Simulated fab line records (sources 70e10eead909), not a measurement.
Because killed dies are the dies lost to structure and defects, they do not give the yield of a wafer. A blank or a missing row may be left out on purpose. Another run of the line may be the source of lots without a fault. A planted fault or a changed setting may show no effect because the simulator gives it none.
Matching of chambers + flow nand-harc + 4 sister chambers for NHARC_P_M2_STRIP_18 on rie-diel-13
The step strips in N2/H2. 4 wafers are shown with their chamber, then 7 later ones without.

== WAFERS, EACH WITH ITS CHAMBER ==
| wafer  | chamber | drypump-motor-current-A (A) |
|--------|---------|-----------------------------|
| L490.4 | 1       | 4.8                         |
| L496.1 | 2       | 6.5                         |
| L497.1 | 3       | 6.1                         |
| L497.2 | 0       | 6.3                         |

== WAFERS WITHOUT THEIR CHAMBER ==
| wafer  | drypump-motor-current-A (A) |
|--------|-----------------------------|
| L497.5 | 4.9                         |
| L501.1 | 6.5                         |
| L501.4 | 6.1                         |
| L501.5 | 4.9                         |
| L503.2 | 4.8                         |
| L503.3 | 6.5                         |
| L503.6 | 6.1                         |

== THE CHAMBER EACH PASSED THROUGH ==
| wafer  | from the rows above | in truth |
|--------|---------------------|----------|
| L497.5 | 1                   | 1        |
| L501.1 | 2                   | 2        |
| L501.4 | 3                   | 3        |
| L501.5 | 1                   | 1        |
| L503.2 | 1                   | 1        |
| L503.3 | 2                   | 2        |
| L503.6 | 3                   | 3        |
Correct placement for 7 of the 7. Not placeable from these rows: 0. 0 placed wrongly.
How it was worked out, from the rows above alone: a wafer's distance from a chamber is the root of the sum, over the readings, of the square of ((its reading less the chamber's mean) divided by the reading's scatter). If the next closest chamber is less than 2 further off than the closest, the wafer can't be placed; otherwise it belongs to the closest. The mean given for a chamber averages the wafers shown for that chamber. The scatter: with one shown wafer a chamber, the root of the mean of the squares of how far each hidden wafer lies from its nearest shown one.
